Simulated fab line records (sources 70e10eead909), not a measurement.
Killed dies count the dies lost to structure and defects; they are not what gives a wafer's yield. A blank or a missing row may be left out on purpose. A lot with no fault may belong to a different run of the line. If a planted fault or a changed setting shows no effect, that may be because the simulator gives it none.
Comparing a struck lot with a sound one | flow nandHarc | 36 steps out of a route of 1302
Sound: these wafers, L193.1, L193.4, L193.6. Struck: wafers L207.1, L207.2, L207.4. Last of all comes the cause.
For every step that has rows: the tool of each side, followed by ch and its chambers, followed by its first start. Under that, the readings that differ: sound wafers | struck wafers | difference of the means | sigmas: that difference in standard deviations of wafers without a fault.
alike: a reading whose means differ by less than 2 such deviations, as well as words and numbers matching on both sides. not compared: withheld readings; readings where some wafer has no value; bounds like >300 that might hide an equal value; numbers whose values overlap and for which the record gives no deviation.
The two part at a step that has a row with sigmas, a row that says differs or no value, or rows on one side only. Numbers that have no deviation but don't overlap get no sigmas and don't part them. A reading missing from all wafers of one side parts the sides only when that side holds two or more wafers.

first, 3 steps without rows for these wafers: NHARC_A_STAIRCASE_STRIP_317 (strips in SPM, time 900 s); NHARC_A_STAIRCASE_PRECLEAN_318 (cleans in SC1); NHARC_A_STAIRCASE_SRD_329.
NHARC_A_STAIRCASE_ALD_415: deposits SiO2, target thk 30 nm, pulse time 6 s, ald cycles 300.
  sound on aldHk-02 ch 1,3, day 17 00:39; struck on aldHk-02 ch 0,2,3, day 22 19:30
  alike: heaterPowerW, precursorPulseHeightRel
then, 1 step without rows for these wafers: NHARC_A_STAIRCASE_ETCHBACK_416 (etches the open film in C4F8/O2/Ar, target depth 36 nm, time 7.2 s).
NHARC_A_STAIRCASE_STRIP_476: strips in O2, time 20 s.
  sound on rieDiel-05 ch 1,2,3, day 17 04:32; struck on rieDiel-05 ch 0,1,3, day 22 21:39
  alike: drypumpMotorCurrentA, oesProductAu, rfVppV, showerheadPlenumPTorr, throttleValvePct
  not compared: rfHoursCounterH
then, 5 steps without rows for these wafers: NHARC_A_STAIRCASE_DEP_417 (deposits Si3N4, target thk 60 nm); NHARC_A_STAIRCASE_WET_418 (chemistry H3PO4, target depth 20 nm); NHARC_A_STAIRCASE_PRECLEAN_419 (cleans in SC1); NHARC_A_STAIRCASE_SRD_421; NHARC_A_STAIRCASE_ALD_420 (deposits SiO2, target thk 20 nm, pulse time 6 s, ald cycles 200).
NHARC_A_STAIRCASE_CVD_552: deposits SiNx, target thk 40 nm.
  sound on lpcvd-01 ch 1, day 17 11:53; struck on lpcvd-01 ch 0, day 23 05:01
  alike: pressureMtorr, spikeTcBottomC, spikeTcLowerC, zonePowerUpperPct
NHARC_A_STAIRCASE_DEP_151: deposits SiO2, target thk 7200 nm.
  sound on pecvd-03 ch 0,1, day 17 15:35; struck on pecvd-04 ch 0,2, day 23 08:41
reading          | sound       | struck      | difference | sigmas
heaterPowerW (W) | 684 576 544 | 936 745 755 | +211       | +2
then, 1 step without rows for these wafers: NHARC_A_STAIRCASE_ANNEAL_320 (time 1800 s).
NHARC_A_STAIRCASE_DEP_322: deposits SiO2, target thk 7200 nm.
  sound on pecvd-03 ch 1,2, day 17 22:43; struck on pecvd-04 ch 0,2, day 23 18:49
  alike: heaterPowerW
then, 13 steps without rows for these wafers: NHARC_A_STAIRCASE_ANNEAL_323 (time 1800 s); NHARC_A_STAIRCASE_DEP_325 (deposits SiO2, target thk 7200 nm); NHARC_A_STAIRCASE_ANNEAL_326 (time 1800 s); NHARC_A_STAIRCASE_DEHYDRATE_433 (time 120 s); NHARC_A_STAIRCASE_HMDS_434 (time 30 s); NHARC_A_STAIRCASE_COAT_435; NHARC_A_STAIRCASE_SOFTBAKE_436 (time 170 s); NHARC_A_STAIRCASE_EBR_437; NHARC_A_STAIRCASE_EXPOSE_438 (exposes mask STAIR REV); NHARC_A_STAIRCASE_PEB_439 (peb time 130 s); NHARC_A_STAIRCASE_DEVELOP_440 (time 140 s); NHARC_A_STAIRCASE_HARDBAKE_442 (time 140 s); NHARC_A_STAIRCASE_DESCUM_443 (chemistry O2, time 3 s).
NHARC_A_STAIRCASE_ETCH_444: etches the open film in C4F8/O2, target depth 20400 nm, time 6800 s.
  sound on rieDiel-05 ch 0,1, day 18 15:20; struck on rieDiel-11 ch 0,2,3, day 24 10:28
reading             | sound             | struck            | difference | sigmas
oesProductAu (a.u.) | 0.995 0.979 0.982 | 0.919 0.921 0.924 | -0.064     | -3
  alike: rfVppV
  not compared: rfHoursCounterH
then, 6 steps without rows for these wafers: NHARC_A_STAIRCASE_STRIP_446 (strips in O2); NHARC_A_STAIRCASE_STRIP_447 (strips in SPM, time 900 s); NHARC_A_STAIRCASE_PRECLEAN_448 (cleans in SC1); NHARC_A_STAIRCASE_SRD_449; NHARC_A_STAIRCASE_CMP_450 (polishes SiO2, target thk 200 nm); NHARC_A_STAIRCASE_CMP_152 (polishes).
-- break in the record here, with 6 days between the starts of the struck wafers on either side (left off in module A_STAIRCASE, picked up again in module END, where the first step shown is number 1302 on the route) --
NHARC_END_SORT_01:
  sound on prober-01 ch 0, day 24 06:25; struck on prober-02 ch 0, day 30 11:01
reading       | sound    | struck      | difference | sigmas
killedAtArray | 80 76 71 | 668 669 670 | +593       | +37
killedDies    | 88 82 78 | 677 677 677 | +594       | +35
  alike: killedAtOther, killedAtPeriphery, killedOpen, killedShort

== WHERE THEY PART ==
Last at NHARC_END_SORT_01 as far as this record goes, first at NHARC_A_STAIRCASE_DEP_151.

WHY: what the simulator had put in
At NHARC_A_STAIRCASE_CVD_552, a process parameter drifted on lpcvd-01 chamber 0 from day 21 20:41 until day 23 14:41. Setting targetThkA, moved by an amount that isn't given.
